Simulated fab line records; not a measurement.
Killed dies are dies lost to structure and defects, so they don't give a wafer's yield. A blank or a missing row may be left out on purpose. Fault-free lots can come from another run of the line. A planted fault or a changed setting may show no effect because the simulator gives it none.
Split-lot experiment	flow n5_finfet	on a route of 1938 steps: 7 lots, 39 wafers read

THE SPLIT ITSELF
At N5_BEOL_M5_TRENCH_ETCH_37 (etches SiCOH lowk in C4F6/O2, target depth 71.652 nm, time 24.7 s), the setting target_depth_a was moved away from the recipe's 716.52 angstrom on 15 of the 39 wafers read, by -30.6% to +59.2%. The other wafers ran this setting at the recipe's value.

FROM THE SPLIT TO THE READING: what the file shows between them, 8 steps
- N5_BEOL_M5_ETCH_41: etches SiCN in CH3F/O2, target depth 31.5 nm, time 56.7 s
- N5_BEOL_M5_STRIP_91: strips in N2/H2, time 10 s
- N5_BEOL_M5_OCD_MEAS_38
- N5_BEOL_M5_HM_STRIP_39: strips TiN in peroxide tin strip, target depth 25 nm, time 158 s
- N5_BEOL_M5_SRD_40: time 30 s
- N5_BEOL_M5_ECD_50: material Cu, target thk 300 nm
- N5_BEOL_M5_ANNEAL_51: time 90 s
- N5_BEOL_M5_CMP_52: polishes, stops on SiCOH lowk, t overpolish 6.9 s, target thk 62 nm

THE READING
M5_THK, in nm, at N5_BEOL_M5_THK_MEAS_53 (measures by xrf). Typical for fault-free wafers on this fab line: 61.7 nm, with standard deviation 2.3 nm.

wafer	tool, chamber at the split	target_depth_a as run, angstrom	against the recipe	M5_THK, nm	against lot-mates on the recipe
L074.1	rie_diel-03, 1	534.2	-25.4%	46.1	-17.0
L074.2	rie_diel-03, 0	716.52	recipe	62.5	-
L074.3	rie_diel-03, 3	534.2	-25.4%	41.6	-21.5
L074.4	rie_diel-03, 2	716.52	recipe	64.4	-
L074.5	rie_diel-03, 0	534.2	-25.4%	43.4	-19.7
L074.6	rie_diel-03, 3	716.52	recipe	62.4	-
L078.1	rie_diel-06, 0	497.6	-30.6%	36.7	-25.0
L078.2	rie_diel-06, 3	716.52	recipe	62.6	-
L078.3	rie_diel-06, 1	716.52	recipe	62.2	-
L078.4	rie_diel-06, 1	497.6	-30.6%	38.5	-23.2
L078.5	rie_diel-06, 0	716.52	recipe	60.2	-
L078.6	rie_diel-06, 3	497.6	-30.6%	40.1	-21.6
L081.1	rie_diel-03, 2	912.8	+27.4%	81.5	+20.1
L081.2	rie_diel-03, 1	912.8	+27.4%	85.3	+23.9
L081.3	rie_diel-03, 0	716.52	recipe	57.9	-
L081.4	rie_diel-03, 0	912.8	+27.4%	80.7	+19.3
L081.5	rie_diel-03, 2	716.52	recipe	65.6	-
L081.6	rie_diel-03, 1	716.52	recipe	60.6	-
L085.1	rie_diel-06, 1	1141	+59.2%	106.9	+43.1
L085.2	rie_diel-06, 2	1141	+59.2%	103.9	+40.1
L085.3	rie_diel-06, 0	716.52	recipe	61.9	-
L085.4	rie_diel-06, 3	716.52	recipe	65.8	-
L085.5	rie_diel-06, 3	716.52	recipe	63.7	-
L085.6	rie_diel-06, 2	1141	+59.2%	105.4	+41.6
L088.1	rie_diel-03, 3	716.52	recipe	63.6	-
L088.2	rie_diel-03, 2	716.52	recipe	62.5	-
L088.3	rie_diel-03, 1	716.52	recipe	65.0	-
L088.4	rie_diel-03, 0	716.52	recipe	61.8	-
L088.5	rie_diel-03, 2	716.52	recipe	64.3	-
L088.6	rie_diel-03, 1	716.52	recipe	65.0	-
L090.1	rie_diel-06, 0	716.52	recipe	59.3	-
L090.2	rie_diel-06, 3	716.52	recipe	64.5	-
L090.6	rie_diel-06, 1	716.52	recipe	60.0	-
L097.1	rie_diel-05, 3	716.52	recipe	58.9	-
L097.2	rie_diel-05, 2	856.1	+19.5%	73.7	+12.6
L097.3	rie_diel-05, 1	716.52	recipe	64.1	-
L097.4	rie_diel-05, 0	856.1	+19.5%	81.2	+20.1
L097.5	rie_diel-05, 2	716.52	recipe	60.4	-
L097.6	rie_diel-05, 1	856.1	+19.5%	79.1	+18.0

THE FIT
A straight line over all 39 wafers: M5_THK changes by +0.741 nm for each +1% of target_depth_a; r = +0.99; the points scatter about the line by 2.3 nm.
The same after taking each lot's own level away (the mean of its wafers on the recipe; 39 wafers): +0.735 nm for each +1%; r = +0.99; scatter 2.2 nm.
That fit puts the effect of the largest move of target_depth_a on the reading at 44 nm.
Across the lots, their own levels run from 61.13 to 63.80 nm, a range of 1.2 times the standard deviation given above.
Hence the lot-to-lot level has little effect on the slope; both slopes agree.
Check: +43.7 nm against its lot-mates is what the line predicts for one of the wafers moved furthest among these (+59.2%) when that wafer is left out of the fit. Against them it came out at +43.1 nm.

THE WHOLE CHAIN: every reading that the file lists as answering this split, in the file's order
step	what it does	reading	change (the file's fit)	r (the file's)
N5_BEOL_M5_TRENCH_ETCH_37	etches SiCOH lowk in C4F6/O2, target depth 71.652 nm, time 24.7 s	etch.depth_nm (the simulator's own value, which no gauge read)	+0.716 nm for each +1% of the setting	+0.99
N5_BEOL_M5_TRENCH_ETCH_37	etches SiCOH lowk in C4F6/O2, target depth 71.652 nm, time 24.7 s	BEOL_M5.feature_depth_nm (the simulator's own value, which no gauge read)	+0.716 nm for each +1% of the setting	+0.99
N5_BEOL_M5_OCD_MEAS_38		trench_depth_nm	+0.72 nm for each +1% of the setting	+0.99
N5_BEOL_M5_CMP_52	polishes, stops on SiCOH lowk, t overpolish 6.9 s, target thk 62 nm	Cu_of_BEOL_M5_ECD_50.thk_nm (the simulator's own value, which no gauge read)	+0.741 nm for each +1% of the setting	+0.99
N5_BEOL_M5_THK_MEAS_53	measures by xrf	M5_THK	+0.736 for each +1% of the setting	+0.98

THE FILE'S OWN FIT
M5_THK changes by +0.736 nm for each +1% of target_depth_a, r = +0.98.
